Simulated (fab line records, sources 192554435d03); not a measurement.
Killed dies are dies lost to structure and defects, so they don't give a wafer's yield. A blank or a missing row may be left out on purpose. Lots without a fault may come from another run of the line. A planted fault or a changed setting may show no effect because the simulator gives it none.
One fault seen from 2 desks | flow n5_finfet | each desk has only its own numbers; what lay behind them comes last

THE METROLOGY DESK
What the gauges read, lot by lot, whatever tool the lot ran on: means of the sampled wafers that have a number. A lot is out of limits, marked OUT, if its mean lies more than 4 standard deviations from the usual mean; the brackets give that distance. Of its 10 readings 7 are shown: those that lie furthest out on some lot.
Columns: A = DIBL_N at N5_BEOL_M4_RC_MEAS_101, usual 36.9 mV/V; B = DIBL_P at N5_BEOL_M4_RC_MEAS_101, usual 36.7 mV/V; C = IOFF_P at N5_BEOL_M4_RC_MEAS_101, usual 0.22 nA/um; D = ION_P at N5_BEOL_M4_RC_MEAS_101, usual 461 uA/um; E = SS_P at N5_BEOL_M4_RC_MEAS_101, usual 73.4 mV/dec; F = VT_N at N5_BEOL_M4_RC_MEAS_101, usual 249 mV; G = VT_P at N5_BEOL_M4_RC_MEAS_101, usual -250 mV
lot  | first seen here | A    | B    | C    | D   | E    | F   | G
L193 | day 8 18:03     | 36.6 | 35.3 | 0.17 | 452 | 73.4 | 250 | -256
L197 | day 9 04:58     | 37.7 | 39.4 | 0.23 | 459 | 74.2 | 248 | -252
L202 | day 10 15:55    | 35.3 | 34.6 | 0.20 | 461 | 72.4 | 252 | -249
L207 | day 11 13:01    | 37.1 | 36.7 | 0.19 | 455 | 72.8 | 250 | -252
L208 | day 12 06:56    | 35.4 | 34.9 | 0.20 | 460 | 73.0 | 251 | -252
L212 | day 13 05:11    | 34.4 | 33.5 | 0.18 | 459 | 73.3 | 255 | -252
L213 | day 13 07:12    | 37.1 | 38.0 | 0.27 | 471 | 73.9 | 247 | -246
L214 | day 14 00:20    | 38.8 | 38.4 | 0.24 | 462 | 73.9 | 251 | -248
This desk's finding: nothing out of limits on any of the 8 lots.

THE TOOL OWNER'S DESK: rie_si-05
The tool's own readings at N5_BEOL_M0_SAQP_MANDREL_ETCH_103 (etches a-Si in HBr/Cl2, stops on SiCN, target depth 45 nm, bt time 10 s, time 27 s): means of the sampled wafers that have a number, for each lot that ran on this tool. A lot is out of limits, marked OUT, if its mean lies more than 4 standard deviations from the usual mean; the brackets give that distance.
Columns: A = drypump_motor_current_A at N5_BEOL_M0_SAQP_MANDREL_ETCH_103, usual 5.7 A; B = mfc_cl2_sccm at N5_BEOL_M0_SAQP_MANDREL_ETCH_103, usual 79.98 sccm; C = oes_product_au at N5_BEOL_M0_SAQP_MANDREL_ETCH_103, usual 0.687 a.u.; D = throttle_valve_pct at N5_BEOL_M0_SAQP_MANDREL_ETCH_103, usual 35.4 %
lot  | first seen here | A   | B     | C     | D
L197 | day 7 05:00     | 5.1 | 79.91 | 0.690 | 35.3
L202 | day 8 16:19     | 5.8 | 80.10 | 0.685 | 35.5
L207 | day 9 14:38     | 5.4 | 80.09 | 0.692 | 35.4
L208 | day 9 22:20     | 5.4 | 80.12 | 0.684 | 35.4
This desk's finding: nothing out of limits on any of the 4 lots.

PUT TOGETHER
The metrology desk saw nothing out of limits.
The tool owner's desk saw nothing out of limits.

WHAT THE SIMULATOR HAD PUT IN
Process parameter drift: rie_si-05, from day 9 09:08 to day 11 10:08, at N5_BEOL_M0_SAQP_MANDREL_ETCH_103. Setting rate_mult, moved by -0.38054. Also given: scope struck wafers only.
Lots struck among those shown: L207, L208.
